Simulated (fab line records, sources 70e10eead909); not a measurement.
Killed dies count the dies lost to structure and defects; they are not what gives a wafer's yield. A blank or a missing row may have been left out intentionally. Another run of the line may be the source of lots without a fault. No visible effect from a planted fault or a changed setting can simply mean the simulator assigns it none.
Problem report, 8D (eight disciplines) form, completed by code / flow nand harc / the parts of the form that need people (team, actions taken, sign-off) are left out

1. WHAT IS WRONG
At NHARC_P_ZERO_WELL_CD_MEAS_11, cd nm averages 513.7 nm over 3 wafers from 2 lots, while fault-free wafers read 500.5 nm, standard deviation 1.7. That puts it +7.8 standard deviations away from the usual mean.
The step: target cd 500 nm.
Seen first at day 8 03:14 on cd sem-03, wafer L472.1. At this step, 33 wafers from 11 lots have a number in the record. By rule, "out" or "out of limits" means more than 4 standard deviations away from the usual mean. The rest of the wafers with a number are treated as sound.

2. WHAT IT IS, AND WHAT IT ISN'T
question=which readings at this step | is=cd nm | is not=-
question=which lots | is=L472, L473 | is not=L457, L461, L464, L465, L466, L469, L470, L478, L480
question=which wafers of those lots | is=L472.1, L472.4, L473.1 | is not=L472.2, L473.2, L473.5
question=read on which gauges | is=cd sem-01, cd sem-03 | is not=cd sem-02
question=when | is=from day 8 03:14 | is not=up to then (22 sound wafers); but 8 sound wafers of L473, L478, L480 came after

3. THE SUSPECTS, EACH WITH WHAT RULES IT OUT
Counting: any tool at a process step up to the reading remains a suspect provided it ran every lot that is out. Sound lots after the first of them don't rule it out here, since some wafers of a struck lot are sound.
- the gauge at NHARC_P_ZERO_WELL_CD_MEAS_11: ruled out. The wafers that are out were read on 2 gauges (cd sem-01, cd sem-03).
- litho track-02 at NHARC_P_ZERO_WELL_PEB_09 (peb time 80 s): kept. Every lot that is out went through it, the first being L472 (day 8 03:10); the last sound lot it ran before that was L470 (day 7 07:02).
Left after counting: litho track-02 at NHARC_P_ZERO_WELL_PEB_09.

4. THE CAUSE (what the simulator had put in)
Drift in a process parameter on litho track-02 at NHARC_P_ZERO_WELL_PEB_09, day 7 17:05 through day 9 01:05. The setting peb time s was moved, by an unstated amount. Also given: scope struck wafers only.
Only this tool survived the counting.

5. THE EFFECT CHAIN, in route order
Each row: a reading where the mean over the struck wafers with a number is more than 3 standard deviations away from the usual. Readings are gone through only where the record gives a usual standard deviation; hours: the median, over the lots, of the time from a lot's start at the first step in this table giving one to that lot's start at this step; sigmas: the change measured in usual standard deviations.
hours=0; step=NHARC_P_ZERO_WELL_CD_MEAS_11; reading=cd nm; usual=500.5 nm; on struck wafers=513.7; change=+13.2; sigmas=+7.8
Later measuring or inspecting steps at which every struck wafer that the step has a row for has a number for every such reading, and none has moved that far: NHARC_END_SORT_01.

6. HOW IT WOULD HAVE BEEN CAUGHT EARLIER
In this record the first reading out of limits at a measuring or inspecting step was taken at day 8 03:14, 10 hours after the fault began at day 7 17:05.
Of the tool readings at NHARC_P_ZERO_WELL_PEB_09 for which the record gives a usual standard deviation, none was out on any struck wafer, so an alarm limit of 4 standard deviations on them would not have fired.
L473, from the lots that are out (2), started NHARC_P_ZERO_WELL_PEB_09 on litho track-02 later than day 8 03:14. It would have been spared by a hold on the tool at that moment.
